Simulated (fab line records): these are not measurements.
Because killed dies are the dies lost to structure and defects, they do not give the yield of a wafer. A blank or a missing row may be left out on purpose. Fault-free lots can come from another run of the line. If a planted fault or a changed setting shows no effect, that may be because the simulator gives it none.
Code-filled problem report in 8D (eight disciplines) form -- flow nand-harc -- the parts of the form that need people (team, actions taken, sign-off) are left out

== 1. THE ISSUE ==
Wafers without a fault read 13, standard deviation 5.9; raw-defect-count at NHARC_P_ZERO_WELL_INSPECT_43 reads a mean of 292 on 9 wafers belonging to 3 lots. Relative to the usual mean, that is a shift of +47 standard deviations.
First seen on wafer L148.2, day 6 07:22, on defect-inspect-02. At this step, 33 wafers from 11 lots have a number in the record. Rule for "out", or "out of limits": more than 4 standard deviations from the usual mean. The other wafers with a number count as sound.

== 2. WHAT THIS IS AND IS NOT ==
question,is,is not
which readings at this step,raw-defect-count,-
which lots,"L148, L151, L152","L130, L131, L133, L135, L138, L139, L142, L143"
which wafers of those lots,all that have a number,-
read on which gauges,"defect-inspect-01, defect-inspect-02",-
when,from day 6 07:22,up to then (24 sound wafers)

== 3. SUSPECTS, AND WHAT RULES EACH OUT ==
Counting: a tool at a process step up to the reading stays a suspect if it ran every lot that is out and no sound lot after the first of them.
- ruled out: the gauge at NHARC_P_ZERO_WELL_INSPECT_43. The wafers that are out were read on 2 gauges (defect-inspect-01, defect-inspect-02).
- wet-bench-04 at NHARC_P_ZERO_WELL_PRECLEAN_68 (cleans in SC1, time 60 s): kept. It ran every lot that is out, first L148 (day 6 06:19), and no sound lot after that; its last sound lot up to then is L143 (day 5 00:38).
The count leaves wet-bench-04 at NHARC_P_ZERO_WELL_PRECLEAN_68.

== 4. THE CAUSE (what the simulator had put in) ==
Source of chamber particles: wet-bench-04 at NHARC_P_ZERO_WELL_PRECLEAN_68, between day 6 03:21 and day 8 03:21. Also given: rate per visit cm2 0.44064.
Only this tool survived the counting.

== 5. THE CHAIN OF EFFECTS, in route order ==
One row per reading whose mean, taken over the struck wafers that have a number, lies over 3 standard deviations from the usual. Only readings for which the record gives a usual standard deviation are gone through. hours: the time from each lot's start at the first step in this table that gives one to its start at this step, as a median over the lots. sigmas: the change in usual standard deviations.
hours,step,reading,usual,on struck wafers,change,sigmas
0,NHARC_P_ZERO_WELL_INSPECT_43,raw-defect-count,13,292,+279,+47
18,NHARC_P_STI_INSPECT_11,raw-defect-count,5.6,276.8,+271.2,+97
422,NHARC_END_SORT_01,killed-at-periphery,3.0,61.9,+58.9,+29
422,NHARC_END_SORT_01,killed-dies,34,99,+65,+5.4
Later measuring or inspecting steps at which every struck wafer that the step has a row for has a number for every such reading, and none has moved that far: NHARC_P_GATE_CD_MEAS_26.

== 6. WHAT WOULD HAVE CAUGHT IT SOONER ==
In this record the first reading out of limits at a measuring or inspecting step was taken at day 6 07:22, 4 hours after the fault began at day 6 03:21.
Of the tool readings at NHARC_P_ZERO_WELL_PRECLEAN_68 for which the record gives a usual standard deviation, none was out on any struck wafer, so an alarm limit of 4 standard deviations on them would not have fired.
L151, L152, from the lots that are out (3), started NHARC_P_ZERO_WELL_PRECLEAN_68 on wet-bench-04 later than day 6 07:22. A hold on the tool at that time would have spared those 2.
